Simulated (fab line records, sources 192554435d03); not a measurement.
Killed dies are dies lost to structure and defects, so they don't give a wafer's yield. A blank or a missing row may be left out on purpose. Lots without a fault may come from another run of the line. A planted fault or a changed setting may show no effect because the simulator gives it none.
Which tool did it? | flow n5_finfet | 21 lots, 63 wafers sampled, at 6 steps of a route of 1938

WHAT THE GAUGES READ, wafer by wafer
The record holds no reading of a measuring or inspecting step that can be judged against a usual standard deviation.

WHICH TOOL RAN EACH LOT (tool, then ch and the chambers of the sampled wafers, then the start)
lot  | N5_SDB_HM_OPEN_20                 | N5_HKMG_FIN_ALD_74              | N5_HKMG_FIN_STRIP_93              | N5_HKMG_FIN_STRIP_19                | N5_HKMG_FIN_STRIP_89              | N5_HKMG_FIN_ETCH_67
L074 | rie_diel-05 ch 2,3, day 3 19:08   | ald_hk-01 ch 0,1,3, day 4 02:04 | rie_diel-05 ch 1,3, day 4 03:26   | plasma_asher-02 ch 0,1, day 4 07:05 | rie_diel-01 ch 2,3, day 4 08:05   | rie_diel-01 ch 0,1, day 4 09:06
L075 | rie_diel-01 ch 1,2,3, day 3 23:56 | ald_hk-01 ch 1,2,3, day 4 05:10 | rie_diel-01 ch 1,2,3, day 4 06:24 | plasma_asher-01 ch 0,1, day 4 09:38 | rie_diel-05 ch 0,1,3, day 4 10:35 | rie_diel-02 ch 0,1,2, day 4 11:35
L076 | rie_diel-01 ch 0,1,3, day 4 04:57 | ald_hk-02 ch 1,2, day 4 09:49   | rie_diel-01 ch 0,1,3, day 4 11:31 | plasma_asher-02 ch 0,1, day 4 14:47 | rie_diel-01 ch 0,1,3, day 4 15:26 | rie_diel-02 ch 2,3, day 4 16:27
L077 | rie_diel-05 ch 0,1, day 4 14:40   | ald_hk-02 ch 0,1, day 4 20:50   | rie_diel-02 ch 0,2,3, day 4 22:20 | plasma_asher-02 ch 0,1, day 5 01:42 | rie_diel-05 ch 1,2,3, day 5 02:34 | rie_diel-01 ch 0,2,3, day 5 03:38
L078 | rie_diel-01 ch 0,2,3, day 4 17:41 | ald_hk-02 ch 0,1, day 4 22:16   | rie_diel-05 ch 0,1, day 4 23:46   | plasma_asher-01 ch 0,1, day 5 03:58 | rie_diel-02 ch 0,1, day 5 04:38   | rie_diel-05 ch 2,3, day 5 05:38
L080 | rie_diel-05 ch 1,2,3, day 5 08:29 | ald_hk-03 ch 1,2, day 5 13:35   | rie_diel-02 ch 0,2,3, day 5 14:56 | plasma_asher-02 ch 0,1, day 5 18:03 | rie_diel-02 ch 1,3, day 5 18:50   | rie_diel-05 ch 0,2, day 5 19:52
L081 | rie_diel-02 ch 0,1,3, day 5 16:26 | ald_hk-02 ch 1,2,3, day 5 21:03 | rie_diel-02 ch 2,3, day 5 22:19   | plasma_asher-01 ch 0,1, day 6 01:40 | rie_diel-01 ch 0,2,3, day 6 02:20 | rie_diel-01 ch 0,1,3, day 6 03:31
L082 | rie_diel-02 ch 0,3, day 5 18:22   | ald_hk-02 ch 0,2,3, day 5 23:25 | rie_diel-02 ch 1,2, day 6 00:46   | plasma_asher-01 ch 1, day 6 04:09   | rie_diel-02 ch 0,1,2, day 6 05:10 | rie_diel-01 ch 0,1,2, day 6 06:11
L083 | rie_diel-05 ch 1,2, day 6 02:19   | ald_hk-01 ch 0,1,2, day 6 07:04 | rie_diel-01 ch 0,2, day 6 08:47   | plasma_asher-02 ch 0,1, day 6 12:35 | rie_diel-05 ch 2,3, day 6 13:27   | rie_diel-05 ch 0,1,2, day 6 14:38
L084 | rie_diel-01 ch 0,1,3, day 6 05:41 | ald_hk-03 ch 1,2,3, day 6 10:34 | rie_diel-05 ch 2,3, day 6 12:04   | plasma_asher-01 ch 0,1, day 6 15:29 | rie_diel-05 ch 1,3, day 6 16:17   | rie_diel-05 ch 0,2,3, day 6 17:18
L085 | rie_diel-02 ch 0,1,2, day 6 13:36 | ald_hk-01 ch 1,2,3, day 6 18:18 | rie_diel-02 ch 0,1,3, day 6 19:40 | plasma_asher-01 ch 0,1, day 6 22:55 | rie_diel-01 ch 0,1,3, day 6 23:41 | rie_diel-02 ch 0,1,3, day 7 00:48
L087 | rie_diel-02 ch 0,2,3, day 7 04:48 | ald_hk-01 ch 2,3, day 7 09:31   | rie_diel-01 ch 0,3, day 7 10:58   | plasma_asher-02 ch 0,1, day 7 14:41 | rie_diel-02 ch 0,2,3, day 7 15:28 | rie_diel-01 ch 1,2,3, day 7 16:34
L088 | rie_diel-05 ch 1,3, day 7 05:49   | ald_hk-02 ch 1,3, day 7 10:57   | rie_diel-01 ch 1,3, day 7 12:19   | plasma_asher-01 ch 0,1, day 7 15:50 | rie_diel-01 ch 1,3, day 7 16:45   | rie_diel-02 ch 0,1,3, day 7 17:46
L089 | rie_diel-02 ch 0,1,3, day 7 23:29 | ald_hk-01 ch 0,2, day 8 04:37   | rie_diel-02 ch 0,2, day 8 05:51   | plasma_asher-02 ch 0,1, day 8 09:10 | rie_diel-02 ch 0,2, day 8 09:58   | rie_diel-05 ch 0,2,3, day 8 11:11
L090 | rie_diel-01 ch 0,2, day 7 23:34   | ald_hk-02 ch 0,1,2, day 8 04:57 | rie_diel-01 ch 1,2,3, day 8 06:31 | plasma_asher-02 ch 0,1, day 8 09:48 | rie_diel-05 ch 0,2, day 8 10:35   | rie_diel-02 ch 1,2,3, day 8 11:47
L091 | rie_diel-05 ch 0,2,3, day 8 02:17 | ald_hk-01 ch 0,3, day 8 06:55   | rie_diel-05 ch 0,2, day 8 08:20   | plasma_asher-01 ch 0,1, day 8 11:58 | rie_diel-01 ch 1,2,3, day 8 12:50 | rie_diel-01 ch 1,2,3, day 8 13:57
L092 | rie_diel-02 ch 0,2, day 8 06:40   | ald_hk-01 ch 1,2, day 8 11:19   | rie_diel-02 ch 0,1,3, day 8 12:55 | plasma_asher-02 ch 0,1, day 8 16:28 | rie_diel-02 ch 0,1, day 8 17:08   | rie_diel-05 ch 0,2,3, day 8 18:19
L093 | rie_diel-01 ch 0,1,3, day 8 12:07 | ald_hk-03 ch 0,1,2, day 8 17:12 | rie_diel-01 ch 1,2,3, day 8 18:34 | plasma_asher-01 ch 0,1, day 8 21:52 | rie_diel-02 ch 1,2,3, day 8 22:38 | rie_diel-05 ch 0,3, day 8 23:41
L094 | rie_diel-05 ch 0,2,3, day 8 22:49 | ald_hk-03 ch 0,3, day 9 03:41   | rie_diel-01 ch 0,3, day 9 04:56   | plasma_asher-01 ch 0,1, day 9 08:10 | rie_diel-05 ch 0,3, day 9 08:57   | rie_diel-05 ch 2,3, day 9 09:58
L096 | rie_diel-02 ch 0,1,3, day 9 07:26 | ald_hk-01 ch 0,2,3, day 9 12:43 | rie_diel-02 ch 0,1,2, day 9 14:04 | plasma_asher-01 ch 0,1, day 9 17:28 | rie_diel-05 ch 0,2,3, day 9 18:22 | rie_diel-02 ch 0,2,3, day 9 19:22
L097 | rie_diel-02 ch 0,1,3, day 9 11:37 | ald_hk-01 ch 1,2,3, day 9 16:29 | rie_diel-01 ch 2,3, day 9 17:44   | plasma_asher-02 ch 0,1, day 9 21:16 | rie_diel-01 ch 1,2,3, day 9 22:03 | rie_diel-05 ch 0,2,3, day 9 23:04
- N5_SDB_HM_OPEN_20: chemistry CH3F/O2, target SiNx, stops on poly-Si, target depth 24 nm.
- N5_HKMG_FIN_ALD_74: deposits La2O3, target thk 0.5 nm, pulse time 6 s, co reactant pulse time 1 s.
- N5_HKMG_FIN_STRIP_93: strips SOC in N2/H2, time 20 s.
- N5_HKMG_FIN_STRIP_19: strips in N2/H2, time 360 s.
- N5_HKMG_FIN_STRIP_89: strips SOC in N2/H2, time 20 s.
- N5_HKMG_FIN_ETCH_67: etches SOC in N2/H2, stops on TiN, target depth 388.9 nm.

WHAT THE TOOLS THEMSELVES READ (means of the sampled wafers that have a number; where no wafer has one, the mark that the record gives instead)
N5_SDB_HM_OPEN_20. Usual: CH3F_flow_sccm 30.01 sccm, standard deviation 0.085; drypump_motor_current_A 5.7 A, standard deviation 0.44; oes_product_au 0.62 a.u., standard deviation 0.052; rf_vpp_V 297.2 V, standard deviation 2.3; showerhead_plenum_p_Torr 1.97 Torr, standard deviation 0.031; throttle_valve_pct 16.41 %, standard deviation 0.24.
lot  | tool        | CH3F_flow_sccm (sccm) | drypump_motor_current_A (A) | oes_product_au (a.u.) | rf_vpp_V (V) | showerhead_plenum_p_Torr (Torr) | throttle_valve_pct (%) | flag
L074 | rie_diel-05 | 29.96                 | 5.6                         | 0.61                  | 298.1        | 1.97                            | 16.58                  |
L075 | rie_diel-01 | 30.05                 | 5.4                         | 0.60                  | 298.6        | 1.98                            | 16.55                  |
L076 | rie_diel-01 | 30.11                 | 5.7                         | 0.68                  | 298.3        | 1.98                            | 16.24                  |
L077 | rie_diel-05 | 29.98                 | 5.7                         | 0.59                  | 298.4        | 1.98                            | 16.36                  |
L078 | rie_diel-01 | 30.01                 | 5.7                         | 0.66                  | 297.4        | 1.98                            | 16.37                  |
L080 | rie_diel-05 | 29.91                 | 5.6                         | 0.60                  | 299.1        | 1.96                            | 16.51                  |
L081 | rie_diel-02 | 29.95                 | 5.9                         | 0.64                  | 298.3        | 1.99                            | 16.23                  |
L082 | rie_diel-02 | 30.00                 | 5.9                         | 0.64                  | 297.6        | 1.99                            | 16.25                  |
L083 | rie_diel-05 | 30.05                 | 5.7                         | 0.60                  | 298.9        | 1.95                            | 16.41                  |
L084 | rie_diel-01 | 30.06                 | 5.7                         | 0.64                  | 298.6        | 1.97                            | 16.27                  |
L085 | rie_diel-02 | 30.01                 | 5.9                         | 0.61                  | 297.0        | 1.98                            | 16.40                  |
L087 | rie_diel-02 | 29.99                 | 5.9                         | 0.64                  | 295.3        | 1.99                            | 16.45                  |
L088 | rie_diel-05 | 30.08                 | 5.8                         | 0.59                  | 297.8        | 1.98                            | 16.64                  |
L089 | rie_diel-02 | 29.98                 | 5.9                         | 0.62                  | 297.8        | 1.98                            | 16.25                  |
L090 | rie_diel-01 | 30.06                 | 6.2                         | 0.74                  | 296.8        | 1.96                            | 16.04                  |
L091 | rie_diel-05 | 30.05                 | 5.3                         | 0.58                  | 295.8        | 1.96                            | 16.51                  |
L092 | rie_diel-02 | 30.04                 | 5.9                         | 0.62                  | 294.7        | 1.98                            | 16.64                  |
L093 | rie_diel-01 | 30.03                 | 5.7                         | 0.63                  | 298.9        | 1.97                            | 16.32                  |
L094 | rie_diel-05 | 29.91                 | 5.3                         | 0.58                  | 295.4        | 1.95                            | 16.53                  |
L096 | rie_diel-02 | 29.99                 | 5.9                         | 0.61                  | 297.2        | 1.98                            | 16.27                  |
L097 | rie_diel-02 | 30.00                 | 5.9                         | 0.61                  | 297.2        | 1.98                            | 16.28                  |

N5_HKMG_FIN_ALD_74. Usual: heater_power_outer_w 190 W, standard deviation 27; heater_power_w 349 W, standard deviation 35; precursor_pulse_height_rel 1.000, standard deviation 0.02.
lot  | tool      | heater_power_outer_w (W) | heater_power_w (W) | precursor_pulse_height_rel | flag
L074 | ald_hk-01 | 173                      | 320                | 1.004                      |
L075 | ald_hk-01 | 176                      | 339                | 1.017                      |
L076 | ald_hk-02 | 189                      | 351                | 1.008                      |
L077 | ald_hk-02 | 231                      | 411                | 0.997                      |
L078 | ald_hk-02 | 222                      | 394                | 0.996                      |
L080 | ald_hk-03 | 224                      | 379                | 0.995                      |
L081 | ald_hk-02 | 208                      | 366                | 0.989                      |
L082 | ald_hk-02 | 201                      | 345                | 1.007                      |
L083 | ald_hk-01 | 178                      | 334                | 0.997                      |
L084 | ald_hk-03 | 200                      | 362                | 1.000                      |
L085 | ald_hk-01 | 179                      | 333                | 1.003                      |
L087 | ald_hk-01 | 178                      | 331                | 0.989                      |
L088 | ald_hk-02 | 228                      | 390                | 0.980                      |
L089 | ald_hk-01 | 179                      | 336                | 1.027                      |
L090 | ald_hk-02 | 206                      | 373                | 1.001                      |
L091 | ald_hk-01 | 163                      | 316                | 1.004                      |
L092 | ald_hk-01 | 183                      | 347                | 1.013                      |
L093 | ald_hk-03 | 200                      | 369                | 0.981                      |
L094 | ald_hk-03 | 167                      | 331                | 0.996                      |
L096 | ald_hk-01 | 173                      | 331                | 0.996                      |
L097 | ald_hk-01 | 175                      | 330                | 1.009                      |

N5_HKMG_FIN_STRIP_93. Usual: drypump_motor_current_A 5.7 A, standard deviation 0.52; oes_product_au 0.76 a.u., standard deviation 0.075; rf_vpp_V 54.1 V, standard deviation 0.8; showerhead_plenum_p_Torr 3.32 Torr, standard deviation 0.043; throttle_valve_pct 19.0 %, standard deviation 0.33.
lot  | tool        | drypump_motor_current_A (A) | oes_product_au (a.u.) | rf_vpp_V (V) | showerhead_plenum_p_Torr (Torr) | throttle_valve_pct (%) | flag
L074 | rie_diel-05 | 5.9                         | 0.73                  | 53.7         | 3.33                            | 19.1                   |
L075 | rie_diel-01 | 5.4                         | 0.72                  | 54.1         | 3.33                            | 19.2                   |
L076 | rie_diel-01 | 5.7                         | 0.80                  | 53.8         | 3.33                            | 19.0                   |
L077 | rie_diel-02 | 5.9                         | 0.79                  | 54.3         | 3.34                            | 19.0                   |
L078 | rie_diel-05 | 5.4                         | 0.71                  | 54.6         | 3.33                            | 18.9                   |
L080 | rie_diel-02 | 5.9                         | 0.79                  | 53.4         | 3.34                            | 19.0                   |
L081 | rie_diel-02 | 6.1                         | 0.78                  | 54.5         | 3.38                            | 19.0                   |
L082 | rie_diel-02 | 6.0                         | 0.74                  | 54.0         | 3.37                            | 19.2                   |
L083 | rie_diel-01 | 6.0                         | 0.75                  | 53.6         | 3.31                            | 18.9                   |
L084 | rie_diel-05 | 5.3                         | 0.72                  | 54.1         | 3.26                            | 19.1                   |
L085 | rie_diel-02 | 5.9                         | 0.77                  | 53.6         | 3.34                            | 18.8                   |
L087 | rie_diel-01 | 5.9                         | 0.83                  | 53.7         | 3.31                            | 18.8                   |
L088 | rie_diel-01 | 5.1                         | 0.72                  | 55.3         | 3.33                            | 19.4                   |
L089 | rie_diel-02 | 5.9                         | 0.75                  | 53.1         | 3.31                            | 19.2                   |
L090 | rie_diel-01 | 5.4                         | 0.80                  | 53.3         | 3.31                            | 19.1                   |
L091 | rie_diel-05 | 5.1                         | 0.71                  | 54.7         | 3.25                            | 19.0                   |
L092 | rie_diel-02 | 5.9                         | 0.76                  | 53.8         | 3.33                            | 18.8                   |
L093 | rie_diel-01 | 5.4                         | 0.78                  | 53.4         | 3.31                            | 19.1                   |
L094 | rie_diel-01 | 5.9                         | 0.81                  | 54.4         | 3.30                            | 18.8                   |
L096 | rie_diel-02 | 5.9                         | 0.74                  | 54.2         | 3.32                            | 19.0                   |
L097 | rie_diel-01 | 5.1                         | 0.79                  | 55.3         | 3.32                            | 19.2                   |

N5_HKMG_FIN_STRIP_19. Usual: drypump_motor_current_A 5.7 A, standard deviation 0.41; heater_power_w 470 W, standard deviation 52.
lot  | tool            | drypump_motor_current_A (A) | heater_power_w (W) | flag
L074 | plasma_asher-02 | 5.3                         | 455                |
L075 | plasma_asher-01 | 6.1                         | 481                |
L076 | plasma_asher-02 | 5.3                         | 425                |
L077 | plasma_asher-02 | 5.3                         | 455                |
L078 | plasma_asher-01 | 6.1                         | 477                |
L080 | plasma_asher-02 | 5.3                         | 436                |
L081 | plasma_asher-01 | 5.8                         | 514                |
L082 | plasma_asher-01 | 5.6                         | 538                |
L083 | plasma_asher-02 | 5.4                         | 443                |
L084 | plasma_asher-01 | 6.1                         | 477                |
L085 | plasma_asher-01 | 5.8                         | 521                |
L087 | plasma_asher-02 | 5.3                         | 424                |
L088 | plasma_asher-01 | 5.8                         | 507                |
L089 | plasma_asher-02 | 5.3                         | 460                |
L090 | plasma_asher-02 | 5.4                         | 447                |
L091 | plasma_asher-01 | 5.8                         | 512                |
L092 | plasma_asher-02 | 5.4                         | 459                |
L093 | plasma_asher-01 | 6.1                         | 480                |
L094 | plasma_asher-01 | 5.8                         | 510                |
L096 | plasma_asher-01 | 6.1                         | 483                |
L097 | plasma_asher-02 | 5.3                         | 451                |

N5_HKMG_FIN_STRIP_89. Usual: drypump_motor_current_A 5.7 A, standard deviation 0.48; oes_product_au 0.76 a.u., standard deviation 0.076; rf_vpp_V 54.1 V, standard deviation 0.87; showerhead_plenum_p_Torr 3.31 Torr, standard deviation 0.047; throttle_valve_pct 19.01 %, standard deviation 0.29.
lot  | tool        | drypump_motor_current_A (A) | oes_product_au (a.u.) | rf_vpp_V (V) | showerhead_plenum_p_Torr (Torr) | throttle_valve_pct (%) | flag
L074 | rie_diel-01 | 5.1                         | 0.74                  | 54.3         | 3.34                            | 19.31                  |
L075 | rie_diel-05 | 5.6                         | 0.72                  | 54.3         | 3.33                            | 18.98                  |
L076 | rie_diel-01 | 5.7                         | 0.79                  | 53.9         | 3.33                            | 19.00                  |
L077 | rie_diel-05 | 5.6                         | 0.73                  | 53.2         | 3.29                            | 19.03                  |
L078 | rie_diel-02 | 5.8                         | 0.79                  | 53.2         | 3.30                            | 18.80                  |
L080 | rie_diel-02 | 6.1                         | 0.76                  | 54.3         | 3.38                            | 18.80                  |
L081 | rie_diel-01 | 5.7                         | 0.78                  | 54.6         | 3.32                            | 18.98                  |
L082 | rie_diel-02 | 5.9                         | 0.77                  | 54.2         | 3.33                            | 19.00                  |
L083 | rie_diel-05 | 5.3                         | 0.73                  | 53.2         | 3.26                            | 19.13                  |
L084 | rie_diel-05 | 5.9                         | 0.71                  | 54.2         | 3.31                            | 18.99                  |
L085 | rie_diel-01 | 5.7                         | 0.77                  | 53.6         | 3.32                            | 19.02                  |
L087 | rie_diel-02 | 5.9                         | 0.77                  | 54.4         | 3.33                            | 19.00                  |
L088 | rie_diel-01 | 5.1                         | 0.72                  | 55.0         | 3.33                            | 19.39                  |
L089 | rie_diel-02 | 5.8                         | 0.76                  | 54.2         | 3.28                            | 19.02                  |
L090 | rie_diel-05 | 5.1                         | 0.69                  | 54.0         | 3.29                            | 19.00                  |
L091 | rie_diel-01 | 5.4                         | 0.80                  | 54.7         | 3.31                            | 19.15                  |
L092 | rie_diel-02 | 5.8                         | 0.76                  | 53.8         | 3.28                            | 18.84                  |
L093 | rie_diel-02 | 6.1                         | 0.74                  | 54.0         | 3.37                            | 19.03                  |
L094 | rie_diel-05 | 5.5                         | 0.69                  | 54.6         | 3.31                            | 19.18                  |
L096 | rie_diel-05 | 5.3                         | 0.69                  | 53.5         | 3.28                            | 19.14                  |
L097 | rie_diel-01 | 5.4                         | 0.78                  | 54.2         | 3.31                            | 19.16                  |

N5_HKMG_FIN_ETCH_67. Usual: drypump_motor_current_A 5.7 A, standard deviation 0.49; oes_product_au 0.74 a.u., standard deviation 0.068; rf_vpp_V 240.3 V, standard deviation 0.97; showerhead_plenum_p_Torr 2.51 Torr, standard deviation 0.038; throttle_valve_pct 17.87 %, standard deviation 0.25.
lot  | tool        | drypump_motor_current_A (A) | oes_product_au (a.u.) | rf_vpp_V (V) | showerhead_plenum_p_Torr (Torr) | throttle_valve_pct (%) | flag
L074 | rie_diel-01 | 6.0                         | 0.78                  | 240.0        | 2.52                            | 17.73                  |
L075 | rie_diel-02 | 5.9                         | 0.77                  | 240.7        | 2.53                            | 17.86                  |
L076 | rie_diel-02 | 6.0                         | 0.78                  | 241.6        | 2.56                            | 17.83                  |
L077 | rie_diel-01 | 5.7                         | 0.78                  | 240.5        | 2.52                            | 17.84                  |
L078 | rie_diel-05 | 5.6                         | 0.73                  | 240.3        | 2.50                            | 18.05                  |
L080 | rie_diel-05 | 5.1                         | 0.70                  | 239.6        | 2.49                            | 17.83                  |
L081 | rie_diel-01 | 5.7                         | 0.78                  | 240.6        | 2.51                            | 17.77                  |
L082 | rie_diel-01 | 6.0                         | 0.76                  | 240.2        | 2.50                            | 17.82                  |
L083 | rie_diel-05 | 5.4                         | 0.70                  | 240.2        | 2.48                            | 17.84                  |
L084 | rie_diel-05 | 5.3                         | 0.70                  | 240.5        | 2.49                            | 17.96                  |
L085 | rie_diel-02 | 5.9                         | 0.76                  | 240.6        | 2.53                            | 17.70                  |
L087 | rie_diel-01 | 5.4                         | 0.80                  | 240.0        | 2.51                            | 17.91                  |
L088 | rie_diel-02 | 5.9                         | 0.76                  | 239.7        | 2.52                            | 17.71                  |
L089 | rie_diel-05 | 5.4                         | 0.70                  | 239.6        | 2.48                            | 17.98                  |
L090 | rie_diel-02 | 6.0                         | 0.74                  | 240.0        | 2.55                            | 17.88                  |
L091 | rie_diel-01 | 5.4                         | 0.79                  | 239.2        | 2.51                            | 17.93                  |
L092 | rie_diel-05 | 5.3                         | 0.70                  | 239.8        | 2.48                            | 17.98                  |
L093 | rie_diel-05 | 5.5                         | 0.68                  | 239.8        | 2.51                            | 18.08                  |
L094 | rie_diel-05 | 5.6                         | 0.70                  | 239.9        | 2.48                            | 18.12                  |
L096 | rie_diel-02 | 5.8                         | 0.74                  | 241.5        | 2.51                            | 17.92                  |
L097 | rie_diel-05 | 5.3                         | 0.68                  | 240.1        | 2.48                            | 18.00                  |

THE ANSWER, worked out from the rows above alone
Rule: a lot is off if the mean of its wafers that have a number lies more than 3 standard deviations from the usual mean. A lot without any number at a reading at which 4 lots or more have one is off too. The other lots that the step has rows for count as sound. The gauges are gone through in route order, then the tools' own readings, and for those a lot's mean is taken as printed above. The first step at which some lot is off is used, and at that step the reading that is off furthest; a lot without a number counts as furthest.
No lot is off at any reading shown: from this, nothing can be told.

WHAT THE SIMULATOR HAD PUT IN
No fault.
